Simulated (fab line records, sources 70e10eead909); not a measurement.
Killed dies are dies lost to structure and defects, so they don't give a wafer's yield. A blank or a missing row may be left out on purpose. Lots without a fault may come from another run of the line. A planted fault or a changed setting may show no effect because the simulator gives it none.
A struck lot beside a sound one | flow nand_harc | 37 steps out of a route of 1302
Sound: wafers L869.2, L869.4, L869.6. Struck: wafers L877.2, L877.3, L877.4. The cause comes at the end.
At each step with rows: each side's tool, then ch and its chambers, then its first start. Under that, the readings that differ: sound wafers | struck wafers | difference of the means | sigmas: that difference in standard deviations of wafers without a fault.
alike: readings whose means differ by less than 2 such deviations, and words and numbers that are the same on both sides. not compared: withheld readings, readings that some wafer has no value for, bounds like >300 that may hide the same value, and numbers for which the record gives no deviation and whose values overlap.
The two part at a step that has a row with sigmas, a row that says differs or no value, or rows on one side only. Numbers that don't overlap but have no deviation are shown without sigmas and don't part them. A reading that every wafer of one side lacks parts them only if that side has two wafers or more.

first, 10 steps without rows for these wafers: NHARC_P_CONTACT_CVD_23 (deposits W, target thk 200 nm, time 557 s); NHARC_P_CONTACT_CMP_24 (polishes, t overpolish 30 s, target thk 200 nm); NHARC_P_CONTACT_SRD_26; NHARC_P_M0_DEP_00 (deposits SiOC, target thk 150 nm); NHARC_P_M0_DEHYDRATE_01 (time 120 s); NHARC_P_M0_HMDS_02 (time 30 s); NHARC_P_M0_COAT_33 (time 65 s); NHARC_P_M0_COAT_03 (resist thk 90 nm); NHARC_P_M0_SOFTBAKE_04 (time 55 s); NHARC_P_M0_EBR_05.
NHARC_P_M0_EXPOSE_06: exposes mask P M0, target cd 90 nm.
  sound on arfi_scanner-02 ch 0, day 8 00:43; struck on arfi_scanner-02 ch 0, day 11 12:43
  reading              | sound          | struck         | difference | sigmas
  exposure_dose_mJ_cm2 | 81.1 81.2 81.1 | 95.3 95.3 95.3 | +14.2      | +21
  alike: mask
then, 2 steps without rows for these wafers: NHARC_P_M0_PEB_07 (peb time 65 s); NHARC_P_M0_DEVELOP_08 (develop time 35 s).
NHARC_P_M0_CD_MEAS_09: target cd 90 nm.
  sound on cd_sem-03 ch 0, day 8 00:51; struck on cd_sem-03 ch 0
  reading    | sound          | struck         | difference | sigmas
  cd_nm (nm) | 89.8 90.4 90.5 | 99.8 98.8 99.5 | +9.1       | +15
  not compared: hold
NHARC_P_M0_OVL_MEAS_10: pitch 180 nm.
  sound on overlay-02, day 8 00:56; struck on overlay-02, day 12 03:19
  reading           | sound       | struck                                                                        | difference                   | sigmas
  hold              | - - -       | await_dispo/14.2h/release await_dispo/14.2h/release await_dispo/14.2h/release | no value on the sound wafers |
  overlay_x_nm (nm) | 0.5 0.3 1.6 | -1.2 -1.2 -0.7                                                                | -1.8                         | -2
  alike: overlay_y_nm
NHARC_P_M0_DESCUM_14: chemistry O2, time 3 s.
  sound on rie_diel-05 ch 0,3, day 8 01:02; struck on rie_diel-05 ch 0,2,3, day 12 03:46
  reading               | sound            | struck            | difference | sigmas
  model.P_M0.cd_nm (nm) | 90.22 90.3 90.66 | 100.1 99.31 99.19 | +9.1       |
  alike: drypump_motor_current_A, o2_flow_sccm, oes_product_au, rf_vpp_V, showerhead_plenum_p_Torr, throttle_valve_pct
  not compared: rf_hours_counter_h
then, 1 step without rows for these wafers: NHARC_P_M0_ETCH_34 (etches the open film in N2/H2, target depth 40 nm, overetch 12 nm, time 43.94 s).
NHARC_P_M0_ETCH_15: etches the open film in C4F8/Ar, target depth 150 nm, overetch 15 nm, time 82.5 s.
  sound on rie_diel-05 ch 0,1,3; struck on rie_diel-05 ch 0,1,3
  reading               | sound             | struck            | difference | sigmas
  model.P_M0.cd_nm (nm) | 90.01 89.88 90.15 | 99.97 99.61 99.11 | +9.55      |
  alike: bias_w, oes_product_au, rf_vpp_V
  not compared: rf_hours_counter_h
NHARC_P_M0_CD_MEAS_16:
  sound on cd_sem-02, day 8 01:20; struck on cd_sem-03, day 12 04:16
  reading    | sound          | struck           | difference | sigmas
  cd_nm (nm) | 90.1 89.5 90.4 | 100.0 100.0 98.8 | +9.6       | +12
  not compared: hold
NHARC_P_M0_STRIP_18: strips in N2/H2.
  sound on rie_diel-05 ch 0,2,3, day 8 01:28; struck on rie_diel-01 ch 0,1,3, day 12 08:08
  reading | sound | struck                                                                     | difference                   | sigmas
  hold    | - - - | await_dispo/3.8h/release await_dispo/3.8h/release await_dispo/3.8h/release | no value on the sound wafers |
  alike: drypump_motor_current_A, oes_product_au, rf_vpp_V, showerhead_plenum_p_Torr, throttle_valve_pct
  not compared: rf_hours_counter_h
then, 16 steps without rows for these wafers: NHARC_P_M0_STRIP_19 (strips in post etch residue remover, time 600 s); NHARC_P_M0_DEGAS_28 (time 60 s); NHARC_P_M0_PRE_CLEAN_29 (time 30 s); NHARC_P_M0_PVD_20 (deposits TaN, target thk 5 nm, time 8.06 s); NHARC_P_M0_PVD_21 (deposits Cu, target thk 30 nm, time 20.49 s); NHARC_P_M0_ECD_22 (material Cu, target thk 400 nm); NHARC_P_M0_ANNEAL_30 (time 90 s); NHARC_P_M0_CMP_23 (polishes, t overpolish 20 s, target thk 117.54 nm); NHARC_P_M0_SRD_25; NHARC_P_M0_PRE_CLEAN_31 (time 12 s); NHARC_P_M0_DEP_32 (deposits SiCN, target thk 30 nm); NHARC_P_M1_DEP_00 (deposits SiOC, target thk 182.5 nm); NHARC_P_M1_DEHYDRATE_01 (time 120 s); NHARC_P_M1_HMDS_02 (time 30 s); NHARC_P_M1_COAT_34 (time 65 s); NHARC_P_M1_COAT_03 (resist thk 90 nm).
-- the record jumps here: 17 days lie between the struck wafers' starts before and after (it left off in module P_M1 and takes up again in module END, whose first step shown is number 1302 of the route) --
NHARC_END_SORT_01:
  the record has rows for the struck wafers here (prober-02 ch 0, day 29 18:37) and none for the sound ones

WHERE THEY PART
First at NHARC_P_M0_EXPOSE_06; last, within this record, at NHARC_END_SORT_01.

WHY: what the simulator had put in
Process parameter drift: arfi_scanner-02, from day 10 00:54 on, at NHARC_P_M0_EXPOSE_06. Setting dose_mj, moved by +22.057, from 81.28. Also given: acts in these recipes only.
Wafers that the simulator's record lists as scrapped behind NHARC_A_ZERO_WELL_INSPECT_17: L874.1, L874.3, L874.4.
